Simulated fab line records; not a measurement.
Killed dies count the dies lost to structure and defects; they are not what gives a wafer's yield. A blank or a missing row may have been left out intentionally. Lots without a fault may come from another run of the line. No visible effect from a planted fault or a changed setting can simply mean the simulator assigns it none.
Chamber matching    flow nand-harc    rie-diel-12 running NHARC_A_WL_FILL_STRIP_29: 4 sister chambers
The step strips in O2, time 20 s. 20 wafers are shown with their chamber, then 10 later ones without.

WAFERS PAIRED WITH THEIR CHAMBERS
wafer   chamber  drypump-motor-current-A (A)  o2-flow-sccm (sccm)  oes-product-au (a.u.)
L075.1  3        5.8                          498.3                1.013
L075.2  0        5.8                          501.3                0.991
L075.5  1        5.7                          496.0                1.004
L076.1  1        5.7                          499.5                1.015
L076.3  3        5.9                          500.4                1.000
L076.5  2        5.6                          500.2                1.014
L078.2  1        5.7                          498.6                1.017
L078.3  2        5.6                          499.8                1.032
L078.5  3        5.9                          499.8                1.012
L079.3  3        5.9                          497.3                1.012
L079.5  1        5.7                          500.0                0.990
L079.6  0        5.8                          499.6                0.986
L084.2  3        5.9                          500.0                1.016
L084.5  3        5.8                          501.1                1.012
L084.6  0        5.8                          503.1                1.013
L088.4  3        5.8                          498.9                0.964
L088.5  1        5.7                          497.7                1.006
L088.6  0        5.8                          501.3                0.997
L091.1  0        5.8                          502.3                1.007
L091.2  2        5.6                          495.9                1.013

SIGNATURES (averages over the wafers above)
reading                  chamber 0  chamber 1  chamber 2  chamber 3  scatter within a chamber
drypump-motor-current-A  5.800      5.700      5.600      5.857      0.0327
o2-flow-sccm             501.520    498.360    498.633    499.400    1.55
oes-product-au           0.99880    1.00640    1.01967    1.00414    0.0142
Rule: for a wafer and a chamber, the distance is found by dividing, reading by reading, the gap between the wafer's reading and the chamber's mean by the reading's scatter, squaring, summing and taking the root. If the next closest chamber is less than 2 further off than the closest, the wafer can't be placed; otherwise it belongs to the closest. How the scatter is found: for the shown wafers, subtract from each reading the mean of its chamber, square and add these, divide the total by (wafers less chambers), then take the root.

WAFERS WITHOUT THEIR CHAMBER
wafer   drypump-motor-current-A (A)  o2-flow-sccm (sccm)  oes-product-au (a.u.)
L091.5  5.8                          499.0                1.003
L093.1  5.6                          499.6                1.008
L093.2  5.8                          501.8                0.975
L093.6  5.7                          500.0                1.023
L095.1  5.7                          498.6                1.022
L095.2  5.6                          501.8                0.997
L095.5  5.7                          499.1                1.006
L097.1  5.6                          499.3                1.018
L097.3  5.8                          499.7                0.989
L097.5  5.6                          499.0                1.016

THE CHAMBER EACH PASSED THROUGH
wafer    from the rows above            in truth
L091.5   can't be placed: 0 or 3 or 1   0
L093.1   2                              2
L093.2   can't be placed: 0 or 3        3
L093.6   can't be placed: 1 or 2        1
L095.1   can't be placed: 1 or 2        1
L095.2   can't be placed: 2 or 1        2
L095.5   1                              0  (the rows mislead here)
L097.1   2                              2
L097.3   can't be placed: 0 or 3        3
L097.5   2                              2
Correct placement for 3 of the 10. From these rows, 6 cannot be placed; in 6 the true chamber is one of the candidates. 1 placed wrongly.
